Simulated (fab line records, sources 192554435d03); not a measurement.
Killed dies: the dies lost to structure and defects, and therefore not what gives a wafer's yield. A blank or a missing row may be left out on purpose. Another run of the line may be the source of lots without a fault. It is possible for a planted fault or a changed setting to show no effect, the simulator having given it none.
Chamber matching / flow n5 finfet / N5_HKMG_FIN_CMP_23 on cmp-02: 4 sister chambers
The step polishes, stops on SiNx, t overpolish 10 s, target thk 46.326 nm. 4 wafers are shown with their chamber, then 10 later ones without.

WAFERS WITH THEIR CHAMBER
wafer=L082.2; chamber=2; motor current A (A)=11.5
wafer=L082.4; chamber=1; motor current A (A)=11.6
wafer=L084.3; chamber=3; motor current A (A)=10.3
wafer=L084.4; chamber=0; motor current A (A)=10.3

WAFERS WHOSE CHAMBER IS MISSING
wafer=L084.5; motor current A (A)=10.1
wafer=L087.3; motor current A (A)=10.5
wafer=L087.4; motor current A (A)=10.5
wafer=L087.6; motor current A (A)=11.9
wafer=L089.1; motor current A (A)=12.3
wafer=L089.2; motor current A (A)=11.3
wafer=L089.4; motor current A (A)=10.2
wafer=L093.2; motor current A (A)=10.6
wafer=L093.5; motor current A (A)=12.2
wafer=L093.6; motor current A (A)=11.7

CHAMBER TAKEN BY EACH
wafer=L084.5; from the rows above=can't be placed: 0 or 3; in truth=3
wafer=L087.3; from the rows above=can't be placed: 0 or 3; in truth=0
wafer=L087.4; from the rows above=can't be placed: 0 or 3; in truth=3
wafer=L087.6; from the rows above=can't be placed: 1 or 2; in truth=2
wafer=L089.1; from the rows above=can't be placed: 1 or 2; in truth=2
wafer=L089.2; from the rows above=can't be placed: 2 or 1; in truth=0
wafer=L089.4; from the rows above=can't be placed: 0 or 3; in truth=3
wafer=L093.2; from the rows above=can't be placed: 0 or 3 or 2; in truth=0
wafer=L093.5; from the rows above=can't be placed: 1 or 2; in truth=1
wafer=L093.6; from the rows above=can't be placed: 1 or 2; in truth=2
Correct placement for 0 of the 10. Cannot be placed on the basis of these rows: 10; the candidates contain the true chamber in 9. Placed wrongly: 0.
How it was worked out, from the rows above alone: a wafer's distance from a chamber is the root of the sum, over the readings, of the square of ((its reading less the chamber's mean) divided by the reading's scatter). The wafer belongs to the nearest chamber; if the next one is less than 2 further off, it can't be placed. A chamber's mean is the mean of its shown wafers. The scatter: with one shown wafer a chamber, the root of the mean of the squares of how far each hidden wafer lies from its nearest shown one.
